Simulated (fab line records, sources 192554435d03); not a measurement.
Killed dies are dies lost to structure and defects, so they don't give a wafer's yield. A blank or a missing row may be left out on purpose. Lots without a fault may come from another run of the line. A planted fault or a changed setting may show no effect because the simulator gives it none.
A struck lot beside a sound one | flow n5_finfet | 15 steps out of a route of 1938
Sound: wafers L371.2, L371.3, L371.4. Struck: wafers L379.1, L379.3, L379.4. The cause comes at the end.
At each step with rows: each side's tool, then ch and its chambers, then its first start. Under that, the readings that differ: sound wafers | struck wafers | difference of the means | sigmas: that difference in standard deviations of wafers without a fault.
alike: readings whose means differ by less than 2 such deviations, and words and numbers that are the same on both sides. not compared: withheld readings, readings that some wafer has no value for, bounds like >300 that may hide the same value, and numbers for which the record gives no deviation and whose values overlap.
The two part at a step that has a row with sigmas, a row that says differs or no value, or rows on one side only. Numbers that don't overlap but have no deviation are shown without sigmas and don't part them. A reading that every wafer of one side lacks parts them only if that side has two wafers or more.

first, 2 steps without rows for these wafers: N5_BEOL_M1_ANNEAL_87 (time 240 s); N5_BEOL_M1_SPUTTER_88 (material Cu, target thk 4.5 nm, time 8.29 s).
N5_BEOL_M1_ANNEAL_89: time 240 s.
  sound on pvd_sputter-03, day 6 18:44; struck on pvd_sputter-01, day 8 20:53
  alike: heater_power_w
then, 1 step without rows for these wafers: N5_BEOL_M1_SPUTTER_90 (material Cu, target thk 4.5 nm, time 8.29 s).
N5_BEOL_M1_ANNEAL_91: time 240 s.
  sound on pvd_sputter-03, day 6 18:58; struck on pvd_sputter-01, day 8 21:06
  alike: heater_power_w
then, 2 steps without rows for these wafers: N5_BEOL_M1_SPUTTER_92 (material Cu, target thk 4.5 nm, time 8.29 s); N5_BEOL_M1_ANNEAL_93 (time 240 s).
N5_BEOL_M1_SPUTTER_94: material Cu, target thk 4.5 nm, time 8.29 s.
  sound on pvd_sputter-03, day 6 19:19; struck on pvd_sputter-01, day 8 21:28
  alike: throttle_valve_pct
N5_BEOL_M1_ANNEAL_95: time 240 s.
  sound on pvd_sputter-03, day 6 19:24; struck on pvd_sputter-01, day 8 21:32
  alike: heater_power_w
then, 2 steps without rows for these wafers: N5_BEOL_M1_SPUTTER_96 (material Cu, target thk 4.5 nm, time 8.29 s); N5_BEOL_M1_ECD_50 (material Cu, target thk 300 nm).
N5_BEOL_M1_ANNEAL_51: time 90 s.
  sound on rtp_anneal-01 ch 0, day 6 19:49; struck on rtp_anneal-01 ch 0, day 8 21:55
  alike: wafer_temp_C_max
N5_BEOL_M1_CMP_52: polishes, stops on SiOC, t overpolish 6.8 s, target thk 40 nm.
  sound on cmp-03 ch 0,2,3, day 6 20:05; struck on cmp-02 ch 0,1,2, day 8 22:13
  reading                      | sound                | struck               | difference | sigmas
  barrier_field_endpoint_s (s) | 24.5 24.9 25.8       | 38.0 38.5 38.9       | +13.4      | +19
  head_pressure_psi (psi)      | 0.9990 0.9987 0.9953 | 0.6339 0.6365 0.6354 | -0.3624    | -99 or more
  motor_current_A (A)          | 5.2 6.4 6.3          | 4.6 5.0 5.4          | -1.0       | -2
  overpolish_run_s (s)         | 6.799 6.812 6.797    | 3.138 2.652 2.272    | -4.115     | -99 or more
  alike: edge_zone_pressure_frac, time_to_endpoint_s
N5_BEOL_M4_RC_MEAS_101:
  sound on prober-01 ch 0, day 8 07:38; struck on prober-02 ch 0, day 10 08:32
  reading       | sound          | struck         | difference | sigmas
  DIBL_P (mV/V) | 37.9 31.0 35.2 | 38.6 39.4 39.8 | +4.6       | +2
  alike: DIBL_N, IOFF_N, IOFF_P, ION_N, ION_P, SS_N, SS_P, VT_N, VT_P
-- the record jumps here: 5 days lie between the struck wafers' starts before and after (it left off in module BEOL_M4 and takes up again in module PASSIVATION, whose first step shown is number 1936 of the route) --
N5_PASSIVATION_PROBE_49:
  sound on prober-02, day 13 01:56; struck on prober-01, day 15 00:47
  reading         | sound   | struck | difference | sigmas
  killed_at_other | 10 2 11 | 0 0 3  | -7         | -2
  alike: defect_limited_yield, killed_at_M0_to_M3, killed_at_M4_up, killed_at_contacts, killed_at_front_end, killed_dies, killed_open, killed_short, sort_bin_5_function, sort_bin_6_memory, sort_n_pass, sort_yield_pct

WHERE THEY PART
First at N5_BEOL_M1_CMP_52; last, within this record, at N5_PASSIVATION_PROBE_49.

WHY: what the simulator had put in
Process parameter drift: cmp-02, from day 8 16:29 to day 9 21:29, at N5_BEOL_M1_CMP_52. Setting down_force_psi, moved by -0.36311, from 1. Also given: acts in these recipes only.
